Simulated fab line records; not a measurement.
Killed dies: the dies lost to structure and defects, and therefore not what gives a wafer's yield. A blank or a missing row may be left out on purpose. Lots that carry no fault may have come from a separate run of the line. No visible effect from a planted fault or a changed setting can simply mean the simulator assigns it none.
Matching of chambers | flow nand harc | 4 sister chambers for NHARC_A_CONTACT_ETCH_106 on rie diel-09
The step etches the open film in CF4/O2, target depth 90 nm, overetch 9 nm, time 49.5 s. 18 wafers are shown with their chamber, then 9 later ones without.

== WAFERS WITH THEIR CHAMBER ==
wafer  | chamber | showerhead plenum p Torr (Torr) | drypump motor current A (A) | rf vpp V (V)
L084.1 | 2       | 1.44                            | 5.1                         | 200.9
L084.3 | 1       | 1.31                            | 6.1                         | 196.9
L084.5 | 0       | 1.41                            | 5.7                         | 198.9
L086.1 | 2       | 1.44                            | 5.1                         | 199.5
L086.2 | 3       | 1.30                            | 5.2                         | 197.1
L086.6 | 1       | 1.31                            | 6.1                         | 197.2
L080.2 | 0       | 1.41                            | 5.7                         | 198.8
L080.3 | 3       | 1.30                            | 5.1                         | 196.3
L080.4 | 1       | 1.31                            | 6.1                         | 197.1
L088.3 | 1       | 1.31                            | 6.1                         | 195.8
L088.4 | 0       | 1.41                            | 5.7                         | 198.4
L088.6 | 2       | 1.44                            | 5.1                         | 200.7
L089.2 | 2       | 1.44                            | 5.1                         | 199.7
L089.3 | 3       | 1.30                            | 5.1                         | 197.6
L089.4 | 0       | 1.41                            | 5.7                         | 199.5
L087.1 | 2       | 1.43                            | 5.1                         | 199.4
L087.2 | 3       | 1.30                            | 5.2                         | 196.5
L087.6 | 2       | 1.44                            | 5.1                         | 198.9

SIGNATURES (averages over the wafers above)
reading                  | chamber 0 | chamber 1 | chamber 2 | chamber 3 | scatter within a chamber
showerhead plenum p Torr | 1.4100    | 1.3100    | 1.4383    | 1.3000    | 0.00244
drypump motor current A  | 5.700     | 6.100     | 5.100     | 5.150     | 0.0267
rf vpp V                 | 198.900   | 196.750   | 199.850   | 196.875   | 0.654
Rule: distance of a wafer from a chamber = root of the sum over the readings of ((wafer's reading minus chamber's mean) / reading's scatter) squared. The wafer belongs to the nearest chamber; if the next one is less than 2 further off, it can't be placed. How the scatter is found: for the shown wafers, subtract from each reading the mean of its chamber, square and add these, divide the total by (wafers less chambers), then take the root.

== WAFERS WITH NO CHAMBER GIVEN ==
wafer  | showerhead plenum p Torr (Torr) | drypump motor current A (A) | rf vpp V (V)
L090.2 | 1.30                            | 6.1                         | 198.8
L090.5 | 1.30                            | 5.2                         | 196.7
L090.6 | 1.41                            | 5.7                         | 198.1
L094.2 | 1.30                            | 6.1                         | 195.4
L094.4 | 1.29                            | 5.2                         | 197.2
L094.5 | 1.30                            | 6.1                         | 196.6
L095.1 | 1.29                            | 5.2                         | 196.5
L095.2 | 1.40                            | 5.7                         | 200.6
L095.5 | 1.30                            | 6.1                         | 197.6

== CHAMBER TAKEN BY EACH ==
wafer  | from the rows above | in truth
L090.2 | 1                   | 1
L090.5 | 3                   | 3
L090.6 | 0                   | 0
L094.2 | 1                   | 1
L094.4 | 3                   | 3
L094.5 | 1                   | 1
L095.1 | 3                   | 3
L095.2 | 0                   | 0
L095.5 | 1                   | 1
Placed correctly: 9 of 9. From these rows, 0 cannot be placed. Wrongly placed: 0.
